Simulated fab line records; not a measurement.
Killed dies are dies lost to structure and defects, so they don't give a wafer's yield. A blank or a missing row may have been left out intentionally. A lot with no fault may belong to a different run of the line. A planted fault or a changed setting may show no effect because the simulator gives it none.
fab line records	flow nandHarc
record lots=12	wafers=36	lastDay=33
route steps=1302 shown A_CHANNEL_FILL_D2@615 A_STAIRCASE@652 END@1302
lots that met no fault: from a run of the same line without faults
startH: start of the lot's first displayed wafer, in hours after the record's first day	waitH: hours elapsed since this lot's preceding step	" identical to the entry in the row above	L1.1+2: several wafers, shown together as one row	- no value present, or no start provided	* or withheld: withheld	< > ~ a bound
route shown NAME@n: NAME is a module with steps in the file, n the number in the route of the first one	usual: mean/standard deviation taken from wafers without a fault	same: alike in all rows	chamber/n: place in a boat	sites: per-site readings	_std_site: how widely they spread, as a standard deviation	_edge_site: mean of outer sites minus mean of inner sites	radiusMm: for every site, how far away it sits from the centre of the wafer	mask NAME#n: copy n	behind: the tool/chamber that last shaped the wafer	hold: why the lot went on hold/how many hours it stayed there/how the hold came to an end	device: names the non-switching transistor (n, p or np)	end of line: the route-end tests of the same wafers	a step with no rows: only its recipe	killed: not the wafer's yield, but the dies lost to structure and defects at the first sort	map: shows each die of a wafer: x if killed, . if not, _ if none is there
set.NAME: the run value of the setting; set.NAME@STEP: its run value at that earlier step	model.NAME: the simulator's own value behind a step, which no gauge read
the route's steps for a sample of lots (tables are steps, rows are wafers)
services: when a tool's chamber went out of use (startH, in hours from the record's first day, below 0 if earlier), for how many hours, and the reason
## steps
# step NHARC_A_CHANNEL_FILL_D2_ALD_15
# recipe targetThkA=20	pulseTimeS=60	aldCycles=19	tempC=630	pressureTorr=2	material=SiNx
# usual precursorPulseHeightRel=0.999/0.021
lot.wafer	tool	chamber	startH	waitH	precursorPulseHeightRel
L564.1	aldSinBatch-01	0	-	-	0.995
L564.2	"	0	"	"	0.966
L564.4	"	0	"	"	0.997
L565.2	aldSinBatch-02	0	-	-	1.003
L565.3	"	0	"	"	0.972
L565.4	"	0	"	"	1.014
L566.1	aldSinBatch-03	0	-	-	0.998
L566.3	"	0	"	"	0.955
L566.5	"	0	"	"	1.010
L567.3	aldSinBatch-03	0	-	-	0.994
L567.5	"	0	"	"	0.956
L567.6	"	0	"	"	0.965
L568.2	aldSinBatch-02	0	-	-	0.968
L568.3	"	0	"	"	1.028
L568.6	"	0	"	"	1.013
L570.3	aldSinBatch-01	0	-	-	1.002
L570.5	"	0	"	"	0.998
L570.6	"	0	"	"	1.026
L571.1	aldSinBatch-01	0	-	-	1.028
L571.5	"	0	"	"	0.997
L571.6	"	0	"	"	0.973
L572.2	aldSinBatch-01	0	-	-	1.039
L572.3	"	0	"	"	1.043
L572.6	"	0	"	"	0.973
L574.1	aldSinBatch-01	0	-	-	1.013
L574.2	"	0	"	"	1.038
L574.5	"	0	"	"	0.990
L576.1	aldSinBatch-01	0	-	-	0.997
L576.3	"	0	"	"	0.964
L576.5	"	0	"	"	0.979
L578.1	aldSinBatch-01	0	-	-	1.020
L578.2	"	0	"	"	0.976
L578.3	"	0	"	"	1.009
L581.1	aldSinBatch-01	0	-	-	1.021
L581.3	"	0	"	"	0.996
L581.4	"	0	"	"	0.947
# step NHARC_A_CHANNEL_FILL_D2_CMP_10
# recipe targetThkNm=150
# usual motorCurrentA=12.3/0.8	timeToEndpointS=15.2/2.1
lot.wafer	tool	chamber	startH	waitH	motorCurrentA	timeToEndpointS
L564.1	cmp-04	0	416.88	0.4	12.6	13.5
L564.2	"	1	"	"	12.6	15.4
L564.4	"	2	"	"	12.5	13.2
L565.4	cmp-03	2	423.38	0.4	10.7	17.2
L565.3	"	0	"	"	13.9	14.7
L565.2	"	1	"	"	13.4	19.3
L566.3	cmp-03	1	438.63	0.4	12.5	16.5
L566.1	"	2	"	"	10.4	13.4
L566.5	"	3	"	"	11.4	16.2
L567.3	cmp-04	0	447.79	0.4	13.4	14.0
L567.5	"	2	"	"	12.5	12.9
L567.6	"	3	"	"	12.0	13.7
L568.2	cmp-03	3	460.43	0.4	12.0	17.5
L568.3	"	0	"	"	13.5	17.8
L568.6	"	2	"	"	10.3	18.4
L570.3	cmp-04	2	472.04	0.4	11.8	14.4
L570.5	"	3	"	"	11.8	17.0
L570.6	"	0	"	"	12.5	13.6
L571.1	cmp-04	3	491.16	0.4	11.9	17.3
L571.5	"	3	"	"	12.2	18.4
L571.6	"	0	"	"	13.0	17.1
L572.3	cmp-04	2	494.98	0.4	12.5	16.2
L572.2	"	3	"	"	12.0	14.3
L572.6	"	0	"	"	13.7	16.9
L574.1	cmp-03	1	494.98	0.4	12.5	16.3
L574.2	"	2	"	"	10.7	16.2
L574.5	"	3	"	"	11.7	16.5
L576.1	cmp-02	2	531.93	0.4	11.9	19.3
L576.3	"	0	"	"	11.8	15.1
L576.5	"	1	"	"	12.2	16.4
L578.3	cmp-04	1	540.59	0.4	12.8	12.8
L578.1	"	3	"	"	12.2	13.8
L578.2	"	0	"	"	13.8	12.8
L581.1	cmp-02	1	575.36	0.4	12.5	17.2
L581.3	"	3	"	"	12.3	15.9
L581.4	"	0	"	"	12.0	17.3
# step NHARC_A_CHANNEL_FILL_D2_RTA_24
# recipe tempC=1000	timeS=5
# usual lampPowerPct=26.0/2.3	wafer_temp_C_max=1003.9/1
lot.wafer	tool	chamber	startH	waitH	lampPowerPct	wafer_temp_C_max
L564.1	rtpAnneal-01	0	417.29	0.1	28.8	1003.4
L564.2	"	0	"	"	28.8	1004.3
L564.4	"	0	"	"	28.8	1002.8
L565.2	rtpAnneal-02	0	423.85	0.1	24.1	1004.3
L565.3	"	0	"	"	24.0	1005.6
L565.4	"	0	"	"	24.1	1003.4
L566.1	rtpAnneal-02	0	439.02	0.0	24.1	1004.4
L566.3	"	0	"	"	24.1	1006.0
L566.5	"	0	"	"	24.1	1004.7
L567.3	rtpAnneal-01	0	448.21	0.1	28.8	1003.5
L567.5	"	0	"	"	28.8	1004.0
L567.6	"	0	"	"	28.8	1003.2
L568.2	rtpAnneal-02	0	460.89	0.1	24.0	1005.7
L568.3	"	0	"	"	24.0	1004.9
L568.6	"	0	"	"	24.0	1005.1
L570.3	rtpAnneal-01	0	472.44	0.1	28.8	1002.4
L570.5	"	0	"	"	28.8	1003.1
L570.6	"	0	"	"	28.7	1003.0
L571.1	rtpAnneal-01	0	491.58	0.0	28.8	1004.4
L571.5	"	0	"	"	28.8	1002.6
L571.6	"	0	"	"	28.8	1002.3
L574.1	rtpAnneal-01	0	495.35	0.0	28.7	1002.7
L574.2	"	0	"	"	28.7	1001.8
L574.5	"	0	"	"	28.8	1002.5
L572.2	rtpAnneal-02	0	495.37	0.1	24.1	1004.1
L572.3	"	0	"	"	24.1	1003.1
L572.6	"	0	"	"	24.1	1004.7
L576.1	rtpAnneal-02	0	532.33	0.0	24.1	1004.2
L576.3	"	0	"	"	24.1	1003.7
L576.5	"	0	"	"	24.0	1005.7
L578.1	rtpAnneal-01	0	541.01	0.0	28.7	1002.7
L578.2	"	0	"	"	28.8	1002.6
L578.3	"	0	"	"	28.8	1003.4
L581.1	rtpAnneal-01	0	575.78	0.0	28.7	1004.1
L581.3	"	0	"	"	28.8	1003.2
L581.4	"	0	"	"	28.8	1002.5
# step NHARC_A_STAIRCASE_ETCH_170
# recipe targetDepthA=2000	timeS=66.667	ionEnergyEv=250	c4f6FlowSccm=25	o2FlowSccm=20	arFlowSccm=500	rfW=600	biasW=500	chemistry=C4F6/O2
# usual drypumpMotorCurrentA=5.8/0.49	o2FlowSccm=20.00/0.06	oesProductAu=0.974/0.013	rfVppV=547/4.1	runLengthS=87.8/0.39	showerheadPlenumPTorr=3.91/0.19	throttleValvePct=26.903/0.0092
lot.wafer	tool	chamber	startH	waitH	drypumpMotorCurrentA	o2FlowSccm	oesProductAu	rfHoursCounterH	rfVppV	runLengthS	showerheadPlenumPTorr	throttleValvePct
L564.4	rieDiel-08	2	418.75	-	6.3	19.96	0.985	11	548	88.2	3.92	26.909
L564.1	"	0	"	"	4.8	20.05	0.982	12	552	87.5	4.19	26.909
L564.2	"	1	"	"	5.7	20.00	0.977	12	541	88.1	3.67	26.905
L565.3	rieDiel-11	0	425.29	-	5.6	19.96	0.971	50	545	87.6	3.86	26.902
L565.4	"	2	"	"	6.4	19.99	0.966	56	541	87.9	3.65	26.899
L565.2	"	3	"	"	5.4	19.97	0.970	60	542	87.1	3.71	26.905
L566.1	rieDiel-08	1	440.35	-	5.7	20.11	0.982	19	542	87.3	3.67	26.903
L566.3	"	0	"	"	4.8	19.98	0.989	21	551	88.3	4.18	26.920
L566.5	"	1	"	"	5.8	20.09	0.983	-	541	87.6	3.67	26.892
L567.3	rieDiel-11	1	449.61	-	5.4	20.12	0.973	2	550	87.5	4.02	26.890
L567.6	"	3	"	"	5.4	20.01	0.996	-	543	87.3	3.71	26.908
L567.5	"	0	"	"	5.6	19.95	0.960	-	546	88.3	3.86	26.884
L568.2	rieDiel-08	2	463.29	-	6.3	19.98	0.983	27	547	88.7	3.91	26.899
L568.3	"	3	"	"	5.9	20.04	0.978	27	542	87.4	3.71	26.915
L568.6	"	1	"	"	5.7	20.05	0.975	-	543	87.4	3.66	26.892
L570.3	rieDiel-12	0	473.85	-	5.7	20.02	0.996	9	549	87.9	4.05	26.893
L570.6	"	2	"	"	6.3	20.00	0.978	-	542	87.8	3.73	26.893
L570.5	"	3	"	"	6.3	20.09	0.985	-	545	88.0	3.83	26.906
L571.1	rieDiel-11	2	493.03	-	6.4	20.03	0.938	16	554	87.8	4.22	26.893
L571.6	"	1	"	"	5.5	20.04	0.948	-	549	87.6	4.01	26.909
L571.5	"	2	"	"	6.4	19.94	0.930	-	553	87.9	4.22	26.909
L572.3	rieDiel-12	2	496.71	-	6.3	19.89	0.969	10	545	87.8	3.73	26.905
L572.2	"	3	"	"	6.3	19.92	0.973	12	545	88.3	3.83	26.899
L572.6	"	3	"	"	6.3	20.01	0.979	-	546	88.4	3.83	26.898
L574.2	rieDiel-12	0	496.90	-	5.7	20.14	0.949	13	549	88.0	4.05	26.890
L574.1	"	2	"	"	6.3	19.98	0.948	10	543	87.6	3.73	26.905
L574.5	"	0	"	"	5.7	20.02	0.965	-	549	78.2	4.05	26.902
L576.3	rieDiel-08	2	533.81	-	6.3	20.03	0.978	54	548	88.3	3.89	26.886
L576.1	"	0	"	"	4.9	19.87	0.986	55	551	87.8	4.16	26.892
L576.5	"	1	"	"	5.7	19.96	0.979	-	544	87.6	3.66	26.895
L578.2	rieDiel-12	1	542.52	-	5.4	20.04	0.965	25	552	88.0	4.17	26.893
L578.1	"	2	"	"	6.3	20.06	0.988	26	542	87.6	3.72	26.918
L578.3	"	0	"	"	5.8	20.03	0.984	33	548	77.6	4.03	26.882
L581.4	rieDiel-08	3	577.23	-	5.9	20.01	0.972	4	542	87.2	3.69	26.906
L581.1	"	1	"	"	5.7	20.04	0.979	3	554	87.3	4.22	26.897
L581.3	"	2	"	"	6.3	20.13	0.968	4	545	88.1	3.89	26.904
# step NHARC_END_SORT_01
# recipe tempC=25
# usual killedAtArray=55/17	killedAtOther=1.1/1.4	killedAtPeriphery=3.9/3	killedDies=59/17	killedOpen=3.5/2	killedShort=2.6/1.6
# same grossDies=677
lot.wafer	tool	chamber	startH	waitH	killedAtArray	killedAtOther	killedAtPeriphery	killedDies	killedOpen	killedShort
L574.1	prober-02	0	719.23	2.5	58	0	2	60	5	4
L574.2	prober-02	0	720.03	2.8	69	1	4	74	10	3
L574.5	prober-02	0	722.41	3.7	672	0	5	677	6	5
L578.1	prober-01	0	752.64	2.5	45	1	3	49	7	3
L578.2	prober-01	0	753.44	2.8	32	0	1	33	1	4
L578.3	prober-01	0	754.24	3.1	671	0	6	677	5	1
# killed by level:class
L574.1 A_SLIT:chamberFilmFlake=30 A_CHANNEL_HOLE_D1:chamberFilmFlake=15 P_CONTACT:geometricParticle:short=2 A_STAIRCASE:chamberFilmFlake=2 A_ONON_D1:geometricParticle:open=1 A_CHANNEL_HOLE_D2:geometricParticle:short=1 A_SGD_CUT:geometricParticle:open=1 A_WL_FILL:geometricParticle:open=1
L574.2 A_SLIT:chamberFilmFlake=28 A_CHANNEL_HOLE_D1:chamberFilmFlake=27 A_CONTACT:chamberFilmFlake=4 P_M0:geometricParticle:open=2 A_CHANNEL_FILL_D1:geometricParticle:short=2 A_CHANNEL_FILL_D2:geometricParticle:open=2 P_M2:geometricParticle:open=1 A_SOURCE_PLATE:geometricParticle:open=1
L574.5 A_STAIRCASE:areaEtch=612 A_SLIT:chamberFilmFlake=29 A_CHANNEL_HOLE_D1:chamberFilmFlake=15 A_CONTACT:chamberFilmFlake=3 P_CONTACT:geometricParticle:short=2 P_CONTACT:geometricParticle:open=2 A_CHANNEL_HOLE_D2:chamberFilmFlake=2 A_STAIRCASE:chamberFilmFlake=2
L578.1 A_CHANNEL_HOLE_D1:chamberFilmFlake=23 A_STAIRCASE:chamberFilmFlake=5 A_CONTACT:chamberFilmFlake=5 A_CHANNEL_HOLE_D2:chamberFilmFlake=3 P_M1:geometricParticle:open=2 A_WL_FILL:geometricParticle:short=2 A_SLIT:chamberFilmFlake=2 P_CONTACT:geometricParticle:open=1
L578.2 A_CHANNEL_HOLE_D1:chamberFilmFlake=17 A_STAIRCASE:chamberFilmFlake=5 A_CONTACT:chamberFilmFlake=2 A_SOURCE_PLATE:geometricParticle:short=1 A_DECK1_JOINT:geometricParticle:short=1 A_WL_FILL:geometricParticle:short=1 A_M0:geometricParticle:short=1 A_M0:geometricParticle:open=1
L578.3 A_STAIRCASE:areaEtch=644 A_CHANNEL_HOLE_D1:chamberFilmFlake=18 P_M1:geometricParticle:open=2 A_STAIRCASE:chamberFilmFlake=2 A_CONTACT:chamberFilmFlake=2 P_GATE:geometricParticle:open=1 A_ONON_D1:geometricParticle:short=1 A_WL_FILL:geometricParticle:open=1
## services
tool	chamber	startH	hours	kind
cmp-03	-	358.00	4.0	pm
cmp-03	-	365.66	2.3	repair
rieDiel-08	-	370.64	9.0	pm
rtpAnneal-01	-	372.00	12.0	pm
cmp-03	-	372.63	1.5	repair
cmp-04	-	405.15	4.0	pm
rieDiel-08	1	406.95	5.1	repair
cmp-04	-	426.74	0.7	repair
cmp-04	-	436.28	2.9	repair
rieDiel-12	-	449.15	9.0	pm
cmp-04	-	452.92	2.4	repair
cmp-03	-	456.00	4.0	pm
rieDiel-12	-	471.86	0.6	repair
rieDiel-12	1	495.04	11.0	repair
cmp-03	-	497.98	2.1	repair
cmp-04	-	498.01	2.4	repair
rieDiel-08	1	498.58	30.5	repair
cmp-04	-	503.15	4.0	pm
aldSinBatch-01	-	506.00	26.0	pm
cmp-03	-	514.97	10.9	repair
rieDiel-08	-	547.64	9.0	pm
cmp-03	-	554.00	4.0	pm
cmp-04	-	555.30	0.7	repair
cmp-04	-	566.16	4.4	repair
## key
firstSign step=NHARC_A_STAIRCASE_ETCH_170	reading=runLengthS	direction=down	sigmas=25	usual=*	struck=*
effect step=NHARC_END_SORT_01	reading=killedAtArray	direction=up	sigmas=37	usual=55	struck=672
moreKillsBornAt NHARC_A_STAIRCASE_ETCH_170@rieDiel-12=1256
metAt NHARC_A_STAIRCASE_ETCH_170
struckLots L574,L578
struckWafers L574.5,L578.3
laterRowsLeftOut L574.5,L578.3
testerLeftOut L574,L578
notActingAt NHARC_A_CHANNEL_FILL_D2_ALD_15,NHARC_A_CHANNEL_FILL_D2_CMP_10,NHARC_A_CHANNEL_FILL_D2_RTA_24
onsetBetween 496.71 496.90
fault kind=processParameterDrift	tool=rieDiel-12	chamber=-	onsetH=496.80	steps=NHARC_A_STAIRCASE_ETCH_170	channel=timeS	offset=*	shape=step	endH=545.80	scope=struckWafersOnly	actsIn=*	stated=*
# testerLeftOut: of these lots the tester's yield and bins aren't shown, on N5 and GAA mostly nor the transistor test; their killed dies are dies lost to structure and defects alone, not to doping, threshold or leakage, so they don't give the yield
# laterRowsLeftOut: the simulator's readings of these wafers behind a module that went badly wrong aren't trusted and aren't shown, but for the sort
